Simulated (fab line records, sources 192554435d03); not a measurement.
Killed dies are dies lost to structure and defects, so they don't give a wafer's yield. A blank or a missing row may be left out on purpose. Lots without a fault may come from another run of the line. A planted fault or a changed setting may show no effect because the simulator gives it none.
Chamber matching | flow n5_finfet | N5_BEOL_M15_ILD_DEP_00 on pecvd-02: 3 sister chambers
The step deposits SiO2 from TEOS/O2, target thk 1629.3 nm, time 346.1 s. 22 wafers are shown with their chamber, then 11 later ones without.

WAFERS WITH THEIR CHAMBER
wafer  | chamber | throttle_valve_pct (%) | heater_power_w (W) | showerhead_plenum_p_Torr (Torr)
L074.1 | 0       | 17.7                   | 624                | 8.34
L074.2 | 1       | 19.2                   | 660                | 8.31
L074.3 | 2       | 16.8                   | 459                | 8.32
L075.2 | 1       | 19.2                   | 682                | 8.32
L075.3 | 0       | 17.9                   | 638                | 8.33
L075.6 | 1       | 19.5                   | 553                | 8.31
L077.1 | 1       | 19.4                   | 655                | 8.34
L077.2 | 0       | 17.9                   | 653                | 8.33
L077.5 | 2       | 16.7                   | 437                | 8.30
L078.2 | 0       | 17.9                   | 660                | 8.33
L078.4 | 0       | 17.5                   | 493                | 8.32
L078.6 | 1       | 19.2                   | 563                | 8.29
L082.2 | 0       | 17.9                   | 653                | 8.32
L082.3 | 2       | 16.9                   | 558                | 8.31
L082.6 | 1       | 19.3                   | 547                | 8.30
L084.1 | 2       | 17.0                   | 470                | 8.30
L084.2 | 0       | 18.0                   | 652                | 8.32
L084.4 | 2       | 16.9                   | 555                | 8.31
L088.2 | 2       | 16.9                   | 511                | 8.31
L088.4 | 0       | 17.8                   | 509                | 8.33
L088.6 | 1       | 19.3                   | 708                | 8.33
L090.4 | 2       | 17.0                   | 566                | 8.31

SIGNATURES (means of the wafers above)
reading                  | chamber 0 | chamber 1 | chamber 2 | scatter within a chamber
throttle_valve_pct       | 17.825    | 19.300    | 16.886    | 0.13
heater_power_w           | 610.25    | 624.00    | 508.00    | 63.7
showerhead_plenum_p_Torr | 8.3275    | 8.3143    | 8.3086    | 0.0113
Rule: a wafer's distance from a chamber is the root of the sum, over the readings, of the square of ((its reading less the chamber's mean) divided by the reading's scatter). The wafer belongs to the nearest chamber; if the next one is less than 2 further off, it can't be placed. The scatter: the root of (the sum of the squares of (reading less its chamber's mean) over the shown wafers, divided by (wafers less chambers)).

WAFERS WITHOUT THEIR CHAMBER
wafer  | throttle_valve_pct (%) | heater_power_w (W) | showerhead_plenum_p_Torr (Torr)
L090.5 | 18.4                   | 648                | 8.32
L090.6 | 19.4                   | 548                | 8.32
L094.4 | 18.0                   | 664                | 8.34
L094.5 | 17.0                   | 440                | 8.29
L094.6 | 19.3                   | 552                | 8.32
L095.2 | 17.9                   | 597                | 8.31
L095.3 | 17.1                   | 571                | 8.28
L095.5 | 17.9                   | 670                | 8.34
L096.1 | 17.6                   | 603                | 8.35
L096.2 | 17.1                   | 535                | 8.30
L096.3 | 19.4                   | 662                | 8.32

WHICH CHAMBER EACH WENT THROUGH
wafer  | from the rows above | in truth
L090.5 | 0                   | 0
L090.6 | 1                   | 1
L094.4 | 0                   | 0
L094.5 | 2                   | 2
L094.6 | 1                   | 1
L095.2 | 0                   | 0
L095.3 | 2                   | 2
L095.5 | 0                   | 0
L096.1 | 0                   | 0
L096.2 | 2                   | 2
L096.3 | 1                   | 1
Placed correctly: 11 of 11. Can't be placed from these rows: 0. Placed wrongly: 0.
